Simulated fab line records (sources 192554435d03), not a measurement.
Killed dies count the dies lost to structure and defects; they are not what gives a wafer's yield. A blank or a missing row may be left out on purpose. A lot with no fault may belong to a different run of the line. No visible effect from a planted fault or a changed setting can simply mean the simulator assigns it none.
Problem report in the 8D (eight disciplines) form, filled by code    flow n5-finfet    the parts of the form that need people (team, actions taken, sign-off) are left out

## 1. WHAT WENT WRONG
Wafers without a fault read 162.0 s, standard deviation 0.63; run-length-s at N5_BEOL_M11_CVD_75 reads a mean of 202.9 s on 4 wafers belonging to 2 lots. That puts it +65 standard deviations away from the usual mean.
The step: deposits Co from CCTBA/H2, target thk 2 nm, time 138.9 s.
Seen first at day 12 14:19 on cvd-co-02, wafer L978.4. The record has a number at this step for 31 wafers belonging to 11 lots. Rule for "out", or "out of limits": more than 4 standard deviations from the usual mean. The other wafers with a number count as sound.

## 2. WHAT IT IS AND WHAT IT IS NOT
question                     is                      is not
which readings at this step  run-length-s            -
which lots                   L977, L978              L972, L975, L985, L987, L988, L989, L991, L992, L993
which wafers of those lots   all that have a number  -
read on which tools          cvd-co-02               cvd-co-01
when                         from day 12 14:19       up to then (3 sound wafers); but 24 sound wafers of L972, L985, L987, L988, L989, L991, L992, L993 came after

## 3. WHAT RULES OUT EACH SUSPECT
Counting: any tool at a process step up to the reading is kept as a suspect provided that every lot that is out went through it and no sound lot did after the first of them.
- rie-diel-02 at N5_BEOL_M11_STRIP_77 (strips in N2/H2, time 10 s): ruled out as a lasting fault. The sound lots L989, L972, L992 went through it after L978, its earliest lot that is out (day 12 14:19). N5_BEOL_M11_STRIP_77 gives no start for some lots, so the hours and the order of its lots are those of N5_BEOL_M11_CVD_75.
- cvd-co-02 at N5_BEOL_M11_CVD_75 (deposits Co from CCTBA/H2, target thk 2 nm, time 138.9 s): ruled out as a lasting fault. The sound lots L972, L991 went through it after L978, its earliest lot that is out (day 12 14:19).
Left after counting: nothing in the record.

## 4. THE CAUSE (what the simulator had put in)
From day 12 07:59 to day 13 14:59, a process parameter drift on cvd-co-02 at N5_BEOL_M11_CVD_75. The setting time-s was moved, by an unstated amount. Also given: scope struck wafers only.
Counting ruled it out, wrongly.

## 5. THE EFFECT CHAIN, in route order
One row per reading whose mean, taken over the struck wafers that have a number, lies over 3 standard deviations from the usual. Only readings whose record carries a usual standard deviation are examined. hours: median over the lots of the time between each lot's start at the first step of this table that gives one and its start at this step. sigmas: the change, counted in usual standard deviations.
hours  step                reading       usual    on struck wafers  change  sigmas
0      N5_BEOL_M11_CVD_75  run-length-s  162.0 s  202.9             +40.9   +65
The process steps in it:
- N5_BEOL_M11_CVD_75: deposits Co from CCTBA/H2, target thk 2 nm, time 138.9 s.

## 6. WHAT WOULD HAVE CAUGHT IT SOONER
First out-of-limits reading in this record: day 12 14:19, which is 6 hours after fault onset at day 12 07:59.
